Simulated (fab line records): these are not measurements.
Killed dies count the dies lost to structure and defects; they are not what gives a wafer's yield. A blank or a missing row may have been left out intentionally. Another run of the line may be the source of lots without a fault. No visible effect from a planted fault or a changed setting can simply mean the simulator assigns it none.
A lot that was struck, set against a sound lot | flow nand harc | 32 steps out of a route of 1159
Sound: these wafers, L561.2, L561.5, L561.6. Struck: wafers L568.2, L568.4, L568.6. The cause comes at the end.
Each step with rows lists, per side, the tool, then ch with its chambers, then its first start. Under that, the readings that differ: sound wafers | struck wafers | difference of the means | sigmas: that difference in standard deviations of wafers without a fault.
alike: a reading whose means differ by less than 2 such deviations, as well as words and numbers matching on both sides. not compared: withheld readings; readings where some wafer has no value; bounds like >300 that might hide an equal value; numbers whose values overlap and for which the record gives no deviation.
The two part at a step that has a row with sigmas, a row that says differs or no value, or rows on one side only. When numbers do not overlap yet have no deviation, they are printed without sigmas and do not part them. Lack of a reading on every wafer of one side parts them only where that side has two or more wafers.

first, 2 steps without rows for these wafers: NHARC_A_CHANNEL_HOLE_D1_PEB_08 (peb time 65 s); NHARC_A_CHANNEL_HOLE_D1_DEVELOP_09 (develop time 35 s).
NHARC_A_CHANNEL_HOLE_D1_CD_MEAS_10: the cd target is 100 nm.
  sound on cd sem-01 ch 0, day 8 02:24; struck on cd sem-02 ch 0, day 10 12:26
  alike: cd nm
NHARC_A_CHANNEL_HOLE_D1_OVL_MEAS_11:
  sound on overlay-01 at day 8 02:29; struck on overlay-02 at day 10 12:31
  alike: overlay x nm, overlay y nm
NHARC_A_CHANNEL_HOLE_D1_INSPECT_12:
  sound on defect inspect-02 at day 8 02:31; struck on defect inspect-02 at day 10 12:34
  alike: raw defect count
then, 2 steps without rows for these wafers: NHARC_A_CHANNEL_HOLE_D1_DESCUM_15 (chemistry O2, time 3 s); NHARC_A_CHANNEL_HOLE_D1_ETCH_38 (etches the open film in CF4, target depth 39 nm, time 65 s).
NHARC_A_CHANNEL_HOLE_D1_ETCH_39: etches the open film in N2/H2, target depth 260 nm, time 325 s.
  sound: rie diel-12 ch 0,3; struck: rie diel-11 ch 1,2
  reading                     | sound                | struck               | difference | sigmas
  drypump motor current A (A) | 5.0 4.9 5.0          | 6.2 6.1 6.1          | +1.2       | +3
  throttle valve pct (%)      | 14.157 14.175 14.155 | 14.194 14.171 14.186 | +0.021     | +2
  alike: n2 flow sccm, oes product au, rf vpp V, showerhead plenum p Torr
  not compared: rf hours counter h
then, 2 steps without rows for these wafers: NHARC_A_CHANNEL_HOLE_D1_ETCH_34 (etches the open film in CF4/CHF3, target depth 154 nm, time 77 s); NHARC_A_CHANNEL_HOLE_D1_ETCH_16 (etches the open film in O2/COS, target depth 3100 nm, time 806 s).
NHARC_A_CHANNEL_HOLE_D1_CD_MEAS_18:
  sound on cd sem-03 at day 8 03:41; struck on cd sem-01 at day 10 13:44
  alike: cd nm
then, 1 step without rows for these wafers: NHARC_A_CHANNEL_HOLE_D1_ETCH_19 (etches the open film in C4F8/O2/Ar, time 34.5 s).
NHARC_A_CHANNEL_HOLE_D1_ETCH_20: etches the open film in C4F8/O2/Ar, time 361.9 s, target depth 1600 nm.
  sound on har etch-01 ch 0,1, day 8 03:55; struck on har etch-01 ch 0,1, day 10 16:34
  alike: c4f8 flow sccm, drypump motor current A, he backside leak sccm, showerhead plenum p Torr, throttle valve pct
  not compared: rf hours counter h
NHARC_A_CHANNEL_HOLE_D1_ETCH_21: etches the open film in C4F8/O2/Ar, time 514.3 s, target depth 1600 nm.
  sound on har etch-01 ch 0,1, day 8 04:15; struck on har etch-01 ch 0,1, day 10 16:54
  alike: c4f8 flow sccm, drypump motor current A, he backside leak sccm, showerhead plenum p Torr, throttle valve pct
  not compared: rf hours counter h
then, 3 steps without rows for these wafers: NHARC_A_CHANNEL_HOLE_D1_ETCH_22 (etches the open film in C4F8/O2/Ar, time 666.7 s, target depth 1600 nm); NHARC_A_CHANNEL_HOLE_D1_ETCH_23 (etches the open film in C4F8/O2/Ar, time 819 s, target depth 1600 nm); NHARC_A_CHANNEL_HOLE_D1_ETCH_24 (etches the open film in C4F8/O2/Ar, time 906.2 s, target depth 1500 nm).
NHARC_A_CHANNEL_HOLE_D1_ETCH_25: etches the open film in C4F8/O2/Ar, time 1040.2 s, target depth 1500 nm.
  sound on har etch-01 ch 0,1, day 8 06:49; struck on har etch-01 ch 0,1, day 10 19:26
  alike: c4f8 flow sccm, drypump motor current A, he backside leak sccm, showerhead plenum p Torr, throttle valve pct
  not compared: rf hours counter h
then, 5 steps without rows for these wafers: NHARC_A_CHANNEL_HOLE_D1_ETCH_26 (etches the open film in C4F8/O2/Ar, time 224.1 s, target depth 300 nm); NHARC_A_CHANNEL_HOLE_D1_ETCH_33 (etches the open film in C4F8/O2/Ar, time 90 s, target depth 400 nm); NHARC_A_CHANNEL_HOLE_D1_STRIP_41 (strips in N2/H2); NHARC_A_CHANNEL_HOLE_D1_STRIP_42 (strips in CF4/CHF3); NHARC_A_CHANNEL_HOLE_D1_STRIP_43 (strips in O2/COS).
NHARC_A_CHANNEL_HOLE_D1_ETCH_44: etches the open film in CF4/O2, target depth 140 nm, overetch 14 nm, time 77 s.
  sound on rie diel-05 ch 0,2,3, day 8 08:29; struck on rie diel-12 ch 0,1,3, day 10 21:07
  alike: drypump motor current A, oes_ar_750_au, oes product au, rf vpp V, showerhead plenum p Torr, throttle valve pct
  not compared: rf hours counter h
then, 3 steps without rows for these wafers: NHARC_A_CHANNEL_HOLE_D1_STRIP_27 (strips in O2); NHARC_A_CHANNEL_HOLE_D1_PRECLEAN_28 (cleans in SC1); NHARC_A_CHANNEL_HOLE_D1_SRD_29.
NHARC_A_CHANNEL_HOLE_D1_CD_MEAS_30:
  sound on cd sem-02 at day 8 09:17; struck on cd sem-01 at day 10 21:55
  alike: cd nm
NHARC_A_CHANNEL_HOLE_D1_XSEM_31:
  sound on xsem-02 ch 0, day 8 09:22; struck on xsem-02 ch 0, day 10 22:01
  alike: bot cd nm, bow nm, tilt deg
NHARC_A_CHANNEL_HOLE_D1_INSPECT_40:
  sound on defect inspect-01 at day 8 09:28; struck on defect inspect-01 at day 10 22:07
  reading          | sound    | struck      | difference | sigmas
  raw defect count | 43 41 47 | 289 312 316 | +262       | +16
then, 1 step without rows for these wafers: NHARC_A_CHANNEL_FILL_D1_PRECLEAN_00 (cleans in SC1).
-- record jumps: 11 days between struck wafers' starts before vs after; left off in module A_CHANNEL_FILL_D1, resumes in module END, first step shown is number 1159 of the route --
NHARC_END_SORT_01:
  the record has rows for the struck wafers here (prober-02 ch 0, day 21 17:53) and none for the sound ones

== WHERE THEY PART ==
Last at NHARC_END_SORT_01 as far as this record goes, first at NHARC_A_CHANNEL_HOLE_D1_ETCH_39.

WHY: what had been put in by the simulator
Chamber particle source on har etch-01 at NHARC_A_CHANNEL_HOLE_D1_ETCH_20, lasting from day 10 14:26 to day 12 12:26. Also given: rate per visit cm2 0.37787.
